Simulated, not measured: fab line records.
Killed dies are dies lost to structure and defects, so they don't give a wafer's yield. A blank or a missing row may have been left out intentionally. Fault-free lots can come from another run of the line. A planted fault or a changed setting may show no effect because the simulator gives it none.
A lot that was struck, set against a sound lot | flow nandHarc | 32 steps out of a route of 1159
Sound: the wafers L532.3, L532.4, L532.6. Wafers L545.3, L545.5, L545.6 were the ones struck. The cause is given at the end.
Order at every step that has rows: each side's tool, ch and its chambers, its first start. Under that, the readings that differ: sound wafers | struck wafers | difference of the means | sigmas: that difference in standard deviations of wafers without a fault.
alike: words and numbers the same on both sides, and readings whose means are apart by under 2 such deviations; not compared: readings that were withheld, readings missing a value for some wafer, numbers with overlapping values and no deviation given by the record, and bounds like >300 which may hide the same value.
Wherever a step has rows on one side only, a row that says differs or no value, or a row with sigmas, the two part there. Numbers that have no deviation but don't overlap get no sigmas and don't part them. A reading that every wafer of one side lacks parts them only if that side has two wafers or more.

first, 9 steps without rows for these wafers: NHARC_A_CHANNEL_HOLE_D1_COAT_36 (time 75 s); NHARC_A_CHANNEL_HOLE_D1_COAT_37 (time 65 s); NHARC_A_CHANNEL_HOLE_D1_COAT_04 (resist thk 90 nm); NHARC_A_CHANNEL_HOLE_D1_SOFTBAKE_05 (time 55 s); NHARC_A_CHANNEL_HOLE_D1_EBR_06; NHARC_A_CHANNEL_HOLE_D1_EXPOSE_07 (exposes mask HOLE D1, target cd 100 nm); NHARC_A_CHANNEL_HOLE_D1_PEB_08 (peb time 65 s); NHARC_A_CHANNEL_HOLE_D1_DEVELOP_09 (develop time 35 s); NHARC_A_CHANNEL_HOLE_D1_DESCUM_15 (chemistry O2, time 3 s).
NHARC_A_CHANNEL_HOLE_D1_ETCH_38: etches the open film in CF4, target depth 39 nm, time 65 s.
  sound on rieDiel-08 ch 0,1,2, day 9 21:07; struck on rieDiel-08 ch 0,1, day 13 00:44
  alike: drypumpMotorCurrentA, oesProductAu, rfVppV, showerheadPlenumPTorr, throttleValvePct
  not compared: rfHoursCounterH
then, 20 steps without rows for these wafers: NHARC_A_CHANNEL_HOLE_D1_ETCH_39 (etches the open film in N2/H2, target depth 260 nm, time 325 s); NHARC_A_CHANNEL_HOLE_D1_ETCH_34 (etches the open film in CF4/CHF3, target depth 154 nm, time 77 s); NHARC_A_CHANNEL_HOLE_D1_ETCH_16 (etches the open film in O2/COS, target depth 3100 nm, time 806 s); NHARC_A_CHANNEL_HOLE_D1_ETCH_19 (etches the open film in C4F8/O2/Ar, time 34.5 s); NHARC_A_CHANNEL_HOLE_D1_ETCH_20 (etches the open film in C4F8/O2/Ar, time 361.9 s, target depth 1600 nm); NHARC_A_CHANNEL_HOLE_D1_ETCH_21 (etches the open film in C4F8/O2/Ar, time 514.3 s, target depth 1600 nm); NHARC_A_CHANNEL_HOLE_D1_ETCH_22 (etches the open film in C4F8/O2/Ar, time 666.7 s, target depth 1600 nm); NHARC_A_CHANNEL_HOLE_D1_ETCH_23 (etches the open film in C4F8/O2/Ar, time 819 s, target depth 1600 nm); NHARC_A_CHANNEL_HOLE_D1_ETCH_24 (etches the open film in C4F8/O2/Ar, time 906.2 s, target depth 1500 nm); NHARC_A_CHANNEL_HOLE_D1_ETCH_25 (etches the open film in C4F8/O2/Ar, time 1040.2 s, target depth 1500 nm); NHARC_A_CHANNEL_HOLE_D1_ETCH_26 (etches the open film in C4F8/O2/Ar, time 224.1 s, target depth 300 nm); NHARC_A_CHANNEL_HOLE_D1_ETCH_33 (etches the open film in C4F8/O2/Ar, time 90 s, target depth 400 nm); NHARC_A_CHANNEL_HOLE_D1_STRIP_41 (strips in N2/H2); NHARC_A_CHANNEL_HOLE_D1_STRIP_42 (strips in CF4/CHF3); NHARC_A_CHANNEL_HOLE_D1_STRIP_43 (strips in O2/COS); NHARC_A_CHANNEL_HOLE_D1_ETCH_44 (etches the open film in CF4/O2, target depth 140 nm, overetch 14 nm, time 77 s); NHARC_A_CHANNEL_HOLE_D1_STRIP_27 (strips in O2); NHARC_A_CHANNEL_HOLE_D1_PRECLEAN_28 (cleans in SC1); NHARC_A_CHANNEL_HOLE_D1_SRD_29; NHARC_A_CHANNEL_HOLE_D1_XSEM_31.
NHARC_A_CHANNEL_HOLE_D1_INSPECT_40:
  sound on defectInspect-01 at day 10 03:56; struck on defectInspect-02 at day 13 09:44
reading        | sound    | struck      | difference | sigmas
rawDefectCount | 97 94 78 | 764 813 777 | +695       | +37
  not compared: hold
-- break in the record here, with 12 days between the starts of the struck wafers on either side (left off in module A_CHANNEL_HOLE_D1, picked up again in module END, where the first step shown is number 1159 on the route) --
NHARC_END_SORT_01:
  the record has rows for the struck wafers here (prober-01 ch 0, day 25 01:17) and none for the sound ones

== WHERE THEY PART ==
Earliest at NHARC_A_CHANNEL_HOLE_D1_INSPECT_40; latest, in this record, at NHARC_END_SORT_01.

WHY: what the simulator had put in
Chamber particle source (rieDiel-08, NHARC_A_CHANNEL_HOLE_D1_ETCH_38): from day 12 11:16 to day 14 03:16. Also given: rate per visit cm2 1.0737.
